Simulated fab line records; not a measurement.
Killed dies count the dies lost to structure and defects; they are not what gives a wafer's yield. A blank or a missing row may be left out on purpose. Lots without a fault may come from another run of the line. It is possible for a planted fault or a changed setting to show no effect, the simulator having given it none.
fab line records | flow nand-harc | part 1 of 2: steps 1 to 4 of 6
[record] lots = 23 wafers = 69 last-day = 33
route steps=1302 shown A_STAIRCASE@749
lots that met no fault: taken from a fault-free run of the same line
start-h: hours from the record's opening day to when the first of the lot's shown wafers began | wait-h: hours since the lot's step before | " as in the row above | L1.1+2: a row that stands for several wafers | - no value, or no start given | * or withheld: withheld | < > ~ a bound
route shown NAME@n: a module of which the file shows steps, and the number in the route of the first | usual: mean/standard deviation taken from wafers without a fault | same: alike in all rows | chamber/n: place in a boat | sites: readings site by site | _std_site: standard deviation of those values | _edge_site: inner sites' mean taken away from outer sites' mean | radius-mm: how far each site lies from the wafer's centre | mask NAME#n: copy n | behind: the last tool/chamber to shape the wafer | hold: reason for holding the lot/hours on hold/outcome of the hold | device: transistor that didn't switch, given as n, p or np | end of line: the route-end tests of the same wafers | where a step has no rows: the recipe by itself | killed: dies lost to structure and defects at the first sort, not the wafer's yield | map: per-die view of a wafer (x killed, . not killed, _ where there is no die)
set.NAME: the setting that was run; set.NAME@STEP: the one run at that earlier step | model.NAME: the simulator's own value behind a step, which no gauge read
a sample of lots followed through the steps of the route, with each step as a table and each wafer as a row
services: when a tool's chamber went out of use (start-h, in hours from the record's first day, below 0 if earlier), for how many hours, and the reason
[[steps]]
[step NHARC_A_STAIRCASE_TRIM_235]
[recipe] time-s = 211.2 o2-flow-sccm = 500 ar-flow-sccm = 0 bias-w = 0 chemistry = O2
[usual] drypump-motor-current-A = 6.0/0.49 oes-product-au = 1.000/0.007 rf-vpp-V = 57.8/0.94 showerhead-plenum-p-Torr = 3.52/0.15 throttle-valve-pct = 17.037/0.0097
// columns lot.wafer tool chamber start-h wait-h drypump-motor-current-A oes-product-au rf-hours-counter-h rf-vpp-V showerhead-plenum-p-Torr throttle-valve-pct
L074.1 rie-diel-03 2 - - 5.0 0.989 20 56.9 3.46 17.050
L074.5 " 1 " " 5.2 0.997 - 59.4 3.80 17.033
L074.6 " 2 " " 5.0 0.991 - 58.2 3.46 17.037
L075.1 rie-diel-03 2 - - 5.0 0.997 25 57.3 3.46 17.030
L075.3 " 3 " " 6.2 1.017 26 58.8 3.51 17.035
L075.4 " 0 " " 6.0 0.993 26 57.6 3.54 17.002
L077.1 rie-diel-13 0 - - 6.0 0.993 13 57.9 3.55 17.037
L077.2 " 2 " " 6.0 0.999 13 57.6 3.55 17.025
L077.6 " 0 " " 6.0 0.993 - 59.5 3.55 17.035
L076.3 rie-diel-13 0 - - 6.0 1.004 14 57.9 3.55 17.025
L076.1 " 2 " " 6.0 0.999 14 58.1 3.55 17.051
L076.5 " 3 " " 6.6 0.991 - 57.3 3.39 17.046
L078.2 rie-diel-03 2 - - 5.0 0.997 31 55.7 3.46 17.023
L078.4 " 3 " " 6.2 0.997 31 58.3 3.51 17.043
L078.5 " 3 " " 6.2 1.007 - 58.1 3.51 17.049
L080.1 rie-diel-03 0 - - 6.0 1.001 42 58.9 3.53 17.032
L080.4 " 2 " " 5.0 1.005 39 58.1 3.45 17.037
L080.5 " 0 " " 6.0 1.000 - 56.8 3.53 17.029
L079.3 rie-diel-12 0 - - 6.2 1.001 48 58.2 3.42 17.042
L079.6 " 1 " " 6.2 1.008 - 56.9 3.27 17.032
L079.5 " 2 " " 6.3 1.011 - 57.1 3.48 17.044
L081.3 rie-diel-13 3 - - 6.6 0.982 31 56.0 3.38 17.041
L081.5 " 2 " " 6.0 0.996 - 58.1 3.54 17.056
L081.4 " 3 " " 6.6 0.989 - 57.1 3.38 17.024
L082.1 rie-diel-13 3 - - 6.6 1.001 32 57.9 3.38 17.026
L082.3 " 1 " " 6.4 1.011 22 58.2 3.28 17.037
L082.6 " 3 " " 6.6 1.006 - 58.5 3.38 17.043
L083.4 rie-diel-13 3 - - 6.5 0.990 45 55.7 3.37 17.023
L083.1 " 0 " " 6.0 0.993 28 56.9 3.54 17.035
L083.5 " 2 " " 6.0 0.992 - 58.7 3.53 17.037
L085.3 rie-diel-12 3 - - 5.9 0.993 5 59.6 3.77 17.038
L085.6 " 3 " " 5.9 0.996 - 57.3 3.77 17.037
L085.5 " 0 " " 6.2 0.990 - 57.7 3.41 17.031
L084.4 rie-diel-03 1 - - 5.2 1.001 3 58.3 3.77 17.036
L084.3 " 2 " " 5.0 0.992 2 57.2 3.45 17.034
L084.6 " 2 " " 5.0 0.997 - 57.6 3.45 17.034
L086.2 rie-diel-13 1 - - 6.4 1.002 29 57.4 3.28 17.038
L086.4 " 3 " " 6.6 1.003 45 56.8 3.37 17.043
L086.5 " 1 " " 6.4 1.003 - 57.3 3.28 17.045
L087.2 rie-diel-12 0 - - 6.2 1.005 12 56.9 3.41 17.034
L087.5 " 0 " " 6.2 1.009 - 55.9 3.40 17.036
L087.6 " 1 " " 6.2 1.003 - 58.3 3.80 17.039
L088.4 rie-diel-13 0 - - 6.0 0.995 39 56.7 3.53 17.041
L088.6 " 0 " " 6.0 0.996 - 56.3 3.53 17.038
L088.5 " 1 " " 6.4 0.996 - 57.9 3.28 17.042
L090.2 rie-diel-12 1 - - 6.3 0.997 26 59.0 3.79 17.030
L090.4 " 2 " " 6.3 1.004 25 58.0 3.47 17.046
L090.5 " 1 " " 6.2 0.994 - 58.9 3.79 17.028
L091.3 rie-diel-03 2 - - 5.0 1.005 11 58.3 3.44 17.046
L091.2 " 0 " " 6.0 1.008 17 57.2 3.51 17.046
L091.5 " 0 " " 6.0 0.999 - 58.8 3.51 17.041
L089.4 rie-diel-13 3 - - 6.6 0.999 1 55.9 3.36 17.038
L089.5 " 2 " " 6.0 1.003 - 57.0 3.53 17.028
L089.6 " 3 " " 6.6 1.002 - 57.1 3.36 17.055
L092.3 rie-diel-12 0 - - 6.2 1.003 26 57.0 3.40 17.036
L092.6 " 2 " " 6.3 1.011 - 56.3 3.46 17.022
L092.5 " 3 " " 5.9 1.000 - 60.0 3.75 17.049
L093.1 rie-diel-13 3 - - 6.7 0.996 11 57.4 3.36 17.032
L093.6 " 2 " " 6.0 1.006 - 57.5 3.52 17.053
L093.5 " 0 " " 6.0 0.996 - 56.1 3.53 17.020
L094.4 rie-diel-03 1 - - 5.2 1.014 33 59.1 3.76 17.040
L094.2 " 0 " " 6.0 1.008 29 57.4 3.51 17.025
L094.6 " 1 " " 5.2 1.004 - 58.4 3.76 17.041
L095.3 rie-diel-03 2 - - 5.0 1.005 30 57.8 3.43 17.049
L095.5 " 2 " " 5.0 1.003 - 58.8 3.43 17.036
L095.6 " 3 " " 6.1 1.007 - 58.5 3.47 17.048
L096.2 rie-diel-12 1 - - 6.3 0.996 49 56.9 3.78 17.029
L096.3 " 3 " " 5.9 1.005 50 57.3 3.74 17.044
L096.5 " 1 " " 6.2 1.001 - 58.3 3.78 17.040
[step NHARC_A_STAIRCASE_DESCUM_252]
[recipe] time-s = 3 o2-flow-sccm = 200 ar-flow-sccm = 0 bias-power-w = 0 chemistry = O2
[usual] drypump-motor-current-A = 6.0/0.45 oes-product-au = 0.998/0.0073 rf-vpp-V = 57.7/0.82 showerhead-plenum-p-Torr = 1.90/0.087 throttle-valve-pct = 11.312/0.0097
// columns lot.wafer tool chamber start-h wait-h drypump-motor-current-A oes-product-au rf-hours-counter-h rf-vpp-V showerhead-plenum-p-Torr throttle-valve-pct
L074.1 rie-diel-13 2 366.58 - 5.9 0.992 8 57.7 1.93 11.332
L074.6 " 0 " " 6.0 0.998 - 57.4 1.93 11.322
L074.5 " 1 " " 6.5 1.002 - 57.1 1.78 11.311
L075.4 rie-diel-12 0 379.64 - 6.2 0.995 33 56.2 1.85 11.310
L075.1 " 2 " " 6.3 0.994 46 58.0 1.89 11.301
L075.3 " 3 " " 5.9 0.993 41 58.6 2.06 11.318
L077.1 rie-diel-13 0 389.84 - 6.0 1.000 14 58.3 1.92 11.302
L077.2 " 2 " " 6.0 0.986 14 56.7 1.93 11.313
L077.6 " 2 " " 6.0 0.992 - 57.2 1.93 11.315
L076.1 rie-diel-12 1 393.41 - 6.3 1.004 45 57.9 1.76 11.336
L076.3 " 3 " " 5.9 1.002 46 58.4 2.06 11.319
L076.5 " 2 " " 6.3 0.993 - 57.5 1.89 11.298
L078.2 rie-diel-13 3 401.56 - 6.6 0.992 15 57.1 1.83 11.300
L078.5 " 2 " " 6.0 0.996 - 56.5 1.92 11.307
L078.4 " 1 " " 6.4 1.005 - 57.8 1.78 11.334
L080.1 rie-diel-13 2 429.40 - 6.0 0.982 32 58.5 1.92 11.317
L080.5 " 3 " " 6.6 0.993 - 58.2 1.83 11.317
L080.4 " 2 " " 5.9 0.988 - 58.2 1.92 11.307
L079.3 rie-diel-13 3 429.78 - 6.6 0.995 28 57.7 1.83 11.313
L079.6 " 3 " " 6.6 0.991 - 56.1 1.83 11.315
L079.5 " 1 " " 6.4 0.988 - 57.8 1.77 11.314
L081.3 rie-diel-03 3 437.66 - 6.2 1.003 44 57.9 1.90 11.318
L081.4 " 1 " " 5.2 0.989 44 58.1 2.06 11.331
L081.5 " 0 " " 6.0 0.996 - 55.8 1.91 11.319
L082.3 rie-diel-12 3 442.51 - 5.9 0.999 66 58.1 2.05 11.328
L082.1 " 0 " " 6.2 0.998 57 56.6 1.85 11.310
L082.6 " 3 " " 5.9 1.000 - 57.6 2.05 11.320
L083.4 rie-diel-13 3 472.75 - 6.6 0.982 45 57.6 1.82 11.317
L083.1 " 1 " " 6.4 0.998 28 57.7 1.77 11.303
L083.5 " 3 " " 6.6 0.993 - 56.3 1.82 11.304
L085.3 rie-diel-03 1 473.38 - 5.2 1.001 2 58.8 2.06 11.324
L085.6 " 1 " " 5.2 1.005 - 58.1 2.06 11.304
L085.5 " 2 " " 5.0 0.983 - 58.3 1.87 11.322
L084.3 rie-diel-03 2 476.77 - 5.0 0.987 3 57.3 1.86 11.301
L084.4 " 0 " " 6.0 0.990 3 56.0 1.91 11.308
L084.6 " 1 " " 5.2 0.999 - 57.7 2.06 11.295
L086.2 rie-diel-13 0 479.08 - 6.0 0.995 28 57.5 1.92 11.320
L086.4 " 1 " " 6.4 0.992 29 57.7 1.77 11.334
L086.5 " 3 " " 6.6 0.999 - 57.3 1.82 11.310
L087.2 rie-diel-12 3 493.37 - 5.9 1.005 12 58.0 2.05 11.298
L087.5 " 3 " " 5.9 0.995 - 57.9 2.05 11.308
L087.6 " 0 " " 6.2 0.994 - 57.8 1.84 11.303
L088.4 rie-diel-03 2 517.03 - 5.0 0.992 8 57.8 1.86 11.318
L088.6 " 2 " " 5.0 0.998 - 58.7 1.86 11.307
L088.5 " 3 " " 6.1 0.991 - 56.8 1.89 11.316
L090.2 rie-diel-03 2 524.84 - 5.0 0.991 11 58.7 1.86 11.326
L090.5 " 0 " " 6.0 1.008 - 58.0 1.90 11.307
L090.4 " 2 " " 5.0 1.002 - 57.1 1.86 11.308
L091.3 rie-diel-12 2 525.57 - 6.3 1.003 25 57.2 1.88 11.318
L091.2 " 3 " " 5.9 0.992 23 57.9 2.05 11.315
L091.5 " 1 " " 6.2 0.989 - 59.2 2.07 11.302
L089.4 rie-diel-12 0 532.85 - 6.2 1.005 25 58.9 1.84 11.324
L089.6 " 0 " " 6.2 0.998 - 57.9 1.84 11.311
L089.5 " 1 " " 6.2 1.005 - 58.9 2.07 11.318
L092.3 rie-diel-03 3 539.07 - 6.2 0.996 30 56.9 1.89 11.322
L092.6 " 2 " " 5.0 0.998 - 58.2 1.86 11.322
L092.5 " 3 " " 6.2 1.009 - 58.1 1.89 11.323
L093.1 rie-diel-13 0 559.84 - 6.0 0.992 11 58.3 1.91 11.313
L093.5 " 2 " " 6.0 1.005 - 58.1 1.91 11.308
L093.6 " 0 " " 6.0 0.991 - 56.3 1.91 11.311
L094.4 rie-diel-12 0 570.91 - 6.2 1.009 37 58.6 1.83 11.314
L094.2 " 1 " " 6.2 1.021 44 59.3 2.06 11.319
L094.6 " 3 " " 5.9 1.003 - 58.6 2.04 11.301
L095.3 rie-diel-03 1 582.22 - 5.2 0.995 38 57.3 2.04 11.301
L095.6 " 3 " " 6.2 0.996 - 56.3 1.88 11.318
L095.5 " 0 " " 6.0 0.993 - 58.4 1.90 11.336
L096.2 rie-diel-12 3 583.90 - 5.9 1.011 50 58.0 2.04 11.289
L096.3 " 1 " " 6.3 1.003 50 57.9 2.06 11.300
L096.5 " 3 " " 5.9 1.002 - 59.1 2.04 11.319
[step NHARC_A_STAIRCASE_HM_OPEN_460]
[recipe] o2-flow-sccm = 400 cos-flow-sccm = 20 ar-flow-sccm = 0 rf-w = 500 bias-w = 300 chemistry = O2/COS
[usual] drypump-motor-current-A = 6.0/0.47 oes-product-au = 1.002/0.007 rf-vpp-V = 468/3.1 showerhead-plenum-p-Torr = 3.14/0.14 throttle-valve-pct = 28.329/0.0088
// columns lot.wafer tool chamber start-h wait-h drypump-motor-current-A oes-product-au rf-hours-counter-h rf-vpp-V showerhead-plenum-p-Torr throttle-valve-pct
L074.1 rie-diel-12 0 - - 6.2 1.001 33 466 3.03 28.322
L074.5 " 0 " " 6.2 0.998 - 466 3.03 28.337
L074.6 " 1 " " 6.3 1.008 - 461 2.89 28.322
L075.1 rie-diel-03 0 - - 6.0 1.008 29 467 3.13 28.328
L075.3 " 1 " " 5.2 1.011 27 473 3.36 28.321
L075.4 " 2 " " 5.0 0.999 30 465 3.06 28.327
L077.2 rie-diel-12 2 - - 6.3 1.004 51 468 3.09 28.311
L077.1 " 0 " " 6.2 1.000 39 465 3.03 28.328
L077.6 " 3 " " 5.9 1.002 - 472 3.35 28.327
L076.3 rie-diel-12 2 - - 6.3 1.014 53 465 3.09 28.326
L076.1 " 0 " " 6.2 0.999 40 466 3.03 28.337
L076.5 " 3 " " 5.9 1.007 - 472 3.35 28.327
L078.4 rie-diel-12 0 - - 6.2 1.007 41 466 3.03 28.327
L078.2 " 1 " " 6.3 1.013 49 462 2.89 28.341
L078.5 " 3 " " 5.9 1.005 - 472 3.35 28.334
L080.1 rie-diel-03 3 - - 6.2 1.007 45 468 3.10 28.329
L080.4 " 1 " " 5.2 1.011 45 472 3.35 28.324
L080.5 " 3 " " 6.2 1.012 - 467 3.10 28.329
L079.3 rie-diel-03 3 - - 6.2 1.002 46 468 3.10 28.320
L079.6 " 3 " " 6.2 1.001 - 467 3.10 28.323
L079.5 " 0 " " 6.0 1.002 - 466 3.12 28.309
L081.4 rie-diel-03 0 - - 6.0 0.990 55 466 3.12 28.328
L081.3 " 3 " " 6.2 1.006 51 468 3.09 28.338
L081.5 " 1 " " 5.2 0.986 - 473 3.34 28.332
L082.1 rie-diel-03 2 - - 5.0 1.006 49 467 3.05 28.314
L082.3 " 3 " " 6.2 1.005 52 468 3.09 28.324
L082.6 " 2 " " 5.0 1.001 - 464 3.05 28.319
L083.1 rie-diel-03 0 - - 6.0 1.001 6 468 3.11 28.326
L083.5 " 0 " " 6.0 1.012 - 468 3.11 28.334
L083.4 " 3 " " 6.2 1.009 - 468 3.09 28.334
L085.3 rie-diel-12 0 - - 6.2 1.004 11 464 3.01 28.327
L085.6 " 0 " " 6.2 1.005 - 465 3.01 28.331
L085.5 " 1 " " 6.2 0.997 - 471 3.37 28.333
L084.3 rie-diel-13 0 - - 6.0 0.992 34 467 3.13 28.335
L084.4 " 1 " " 6.4 0.993 33 463 2.90 28.334
L084.6 " 3 " " 6.7 0.992 - 463 2.98 28.323
L086.2 rie-diel-12 3 - - 5.9 1.009 13 472 3.33 28.326
L086.4 " 0 " " 6.2 0.998 13 465 3.01 28.321
L086.5 " 1 " " 6.2 1.012 - 473 3.36 28.323
L087.2 rie-diel-13 0 - - 6.0 1.006 39 467 3.13 28.314
L087.6 " 3 " " 6.6 0.994 - 465 2.98 28.329
L087.5 " 0 " " 6.0 0.994 - 467 3.13 28.332
L088.4 rie-diel-03 2 - - 5.0 1.002 15 467 3.04 28.331
L088.6 " 1 " " 5.2 1.011 - 471 3.33 28.335
L088.5 " 2 " " 5.0 1.009 - 467 3.04 28.340
L090.2 rie-diel-13 0 - - 6.0 1.000 2 467 3.12 28.325
L090.4 " 1 " " 6.4 1.008 2 473 3.37 28.320
L090.5 " 3 " " 6.6 0.992 - 464 2.97 28.342
L091.2 rie-diel-03 2 - - 5.0 0.995 16 465 3.04 28.333
L091.3 " 1 " " 5.2 1.007 26 472 3.33 28.336
L091.5 " 3 " " 6.2 1.008 - 466 3.08 28.327
L089.4 rie-diel-03 0 - - 6.0 1.005 24 467 3.10 28.324
L089.6 " 0 " " 6.0 1.005 - 466 3.10 28.329
L089.5 " 1 " " 5.2 0.991 - 472 3.33 28.340
L092.3 rie-diel-03 0 - - 6.0 1.007 26 466 3.10 28.308
L092.5 " 1 " " 5.2 1.001 - 472 3.33 28.335
L092.6 " 2 " " 5.0 1.002 - 465 3.04 28.338
L093.1 rie-diel-12 3 - - 5.9 1.003 44 471 3.31 28.339
L093.5 " 3 " " 5.9 1.000 - 470 3.31 28.332
L093.6 " 0 " " 6.2 0.991 - 465 3.00 28.338
L094.2 rie-diel-12 2 - - 6.3 1.003 53 466 3.05 28.336
L094.4 " 3 " " 5.9 0.999 51 471 3.31 28.334
L094.6 " 1 " " 6.3 1.009 - 472 3.35 28.325
L095.3 rie-diel-12 3 - - 5.9 1.008 52 470 3.31 28.331
L095.5 " 2 " " 6.3 1.014 - 466 3.05 28.325
L095.6 " 3 " " 5.9 1.013 - 471 3.31 28.331
L096.3 rie-diel-13 3 - - 6.6 1.004 24 463 2.96 28.317
L096.2 " 1 " " 6.4 1.007 21 472 3.36 28.331
L096.5 " 3 " " 6.7 0.982 - 464 2.96 28.332
[step NHARC_A_STAIRCASE_ETCH_294]
[recipe] target-depth-a = 49890 time-s = 1211.6 ion-energy-ev = 800 c4f8-flow-sccm = 80 o2-flow-sccm = 60 ar-flow-sccm = withheld rf-w = 600 bias-w = 3000 chemistry = C4F8/O2/Ar
[usual] oes-product-au = 0.934/0.01 rf-vpp-V = 1828/12
// columns lot.wafer tool chamber start-h wait-h oes-product-au rf-hours-counter-h rf-vpp-V
L074.1 rie-diel-12 2 - - 0.930 46 1824
L074.5 " 0 " " 0.920 - 1819
L074.6 " 1 " " 0.924 - 1807
L075.3 rie-diel-03 1 - - 0.921 27 1845
L075.4 " 3 " " 0.930 30 1826
L075.1 " 0 " " 0.917 29 1828
L077.2 rie-diel-12 2 - - 0.937 51 1826
L077.1 " 0 " " 0.943 39 1818
L077.6 " 2 " " 0.930 - 1825
L076.1 rie-diel-12 3 - - 0.930 49 1845
L076.3 " 1 " " 0.944 49 1807
L076.5 " 0 " " 0.931 - 1820
L078.2 rie-diel-12 1 - - 0.934 50 1807
L078.4 " 3 " " 0.919 50 1847
L078.5 " 1 " " 0.935 - 1806
L080.1 rie-diel-03 3 - - 0.933 45 1825
L080.4 " 1 " " 0.938 45 1845
L080.5 " 3 " " 0.939 - 1825
L079.3 rie-diel-03 0 - - 0.930 49 1825
L079.5 " 0 " " 0.919 - 1827
L079.6 " 1 " " 0.935 - 1845
L081.4 rie-diel-03 3 - - 0.953 51 1825
L081.3 " 0 " " 0.944 55 1826
L081.5 " 0 " " 0.933 - 1825
L082.1 rie-diel-03 2 - - 0.919 49 1820
L082.3 " 0 " " 0.931 56 1828
L082.6 " 1 " " 0.931 - 1844
L083.1 rie-diel-03 3 - - 0.930 6 1824
L083.5 " 0 " " 0.927 - 1825
L083.4 " 3 " " 0.920 - 1825
L085.3 rie-diel-12 0 - - 0.928 11 1816
L085.6 " 1 " " 0.928 - 1847
L085.5 " 2 " " 0.923 - 1823
L084.4 rie-diel-13 3 - - 0.936 52 1814
L084.3 " 0 " " 0.928 34 1828
L084.6 " 2 " " 0.935 - 1826
L086.2 rie-diel-12 1 - - 0.927 15 1846
L086.4 " 0 " " 0.939 13 1818
L086.5 " 2 " " 0.939 - 1823
L087.2 rie-diel-13 1 - - 0.939 38 1808
L087.5 " 1 " " 0.931 - 1809
L087.6 " 2 " " 0.919 - 1828
L088.4 rie-diel-03 3 - - 0.934 29 1823
L088.5 " 1 " " 0.929 - 1842
L088.6 " 2 " " 0.929 - 1820
L090.2 rie-diel-13 0 - - 0.930 2 1828
L090.4 " 2 " " 0.938 3 1826
L090.5 " 3 " " 0.937 - 1813
L091.3 rie-diel-03 2 - - 0.940 16 1820
L091.2 " 3 " " 0.937 30 1823
L091.5 " 0 " " 0.961 - 1826
L089.4 rie-diel-03 3 - - 0.943 31 1822
L089.6 " 2 " " 0.956 - 1820
L089.5 " 3 " " 0.943 - 1823
L092.3 rie-diel-03 3 - - 0.943 34 1823
L092.6 " 3 " " 0.935 - 1823
L092.5 " 0 " " 0.940 - 1824
L093.1 rie-diel-12 0 - - 0.942 39 1816
L093.5 " 1 " " 0.951 - 1844
L093.6 " 2 " " 0.946 - 1820
L094.4 rie-diel-12 1 - - 0.937 50 1845
L094.2 " 2 " " 0.939 54 1821
L094.6 " 1 " " 0.926 - 1845
L095.3 rie-diel-12 2 - - 0.936 55 1822
L095.5 " 3 " " 0.935 - 1841
L095.6 " 0 " " 0.929 - 1818
L096.2 rie-diel-13 0 - - 0.945 26 1826
L096.3 " 1 " " 0.963 21 1847
L096.5 " 1 " " 0.962 - 1846
